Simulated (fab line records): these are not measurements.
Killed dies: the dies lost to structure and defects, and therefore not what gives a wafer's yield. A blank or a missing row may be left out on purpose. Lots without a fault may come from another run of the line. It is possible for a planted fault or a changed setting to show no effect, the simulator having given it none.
Matching of chambers / flow n5 finfet / pecvd-02 running N5_BEOL_M5_PECVD_70: 3 sister chambers
The step deposits SiO2 from TEOS/O2, target thk 16 nm, time 18 s. 3 wafers are shown with their chamber, then 7 later ones without.

## WAFERS WITH THEIR CHAMBER
wafer=L086.5; chamber=0; throttle valve pct (%)=22.4
wafer=L089.1; chamber=2; throttle valve pct (%)=20.7
wafer=L089.2; chamber=1; throttle valve pct (%)=22.7

## WAFERS MISSING THEIR CHAMBER
wafer=L089.3; throttle valve pct (%)=22.0
wafer=L092.3; throttle valve pct (%)=23.0
wafer=L092.4; throttle valve pct (%)=20.8
wafer=L092.5; throttle valve pct (%)=20.9
wafer=L093.1; throttle valve pct (%)=20.8
wafer=L093.2; throttle valve pct (%)=22.6
wafer=L093.5; throttle valve pct (%)=21.0

## WHICH CHAMBER EACH WENT THROUGH
wafer=L089.3; from the rows above=can't be placed: 0 or 1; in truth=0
wafer=L092.3; from the rows above=can't be placed: 1 or 0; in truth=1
wafer=L092.4; from the rows above=2; in truth=2
wafer=L092.5; from the rows above=2; in truth=2
wafer=L093.1; from the rows above=2; in truth=2
wafer=L093.2; from the rows above=can't be placed: 1 or 0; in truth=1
wafer=L093.5; from the rows above=2; in truth=2
Correct placement for 4 of the 7. Not placeable from these rows: 3 (in 3, the candidates include the true chamber). Number placed wrongly: 0.
How it was worked out, from the rows above alone: a wafer's distance from a chamber is the root of the sum, over the readings, of the square of ((its reading less the chamber's mean) divided by the reading's scatter). The wafer belongs to the nearest chamber; if the next one is less than 2 further off, it can't be placed. Each chamber's mean is taken over the wafers shown for it. The scatter: with one shown wafer a chamber, the root of the mean of the squares of how far each hidden wafer lies from its nearest shown one.
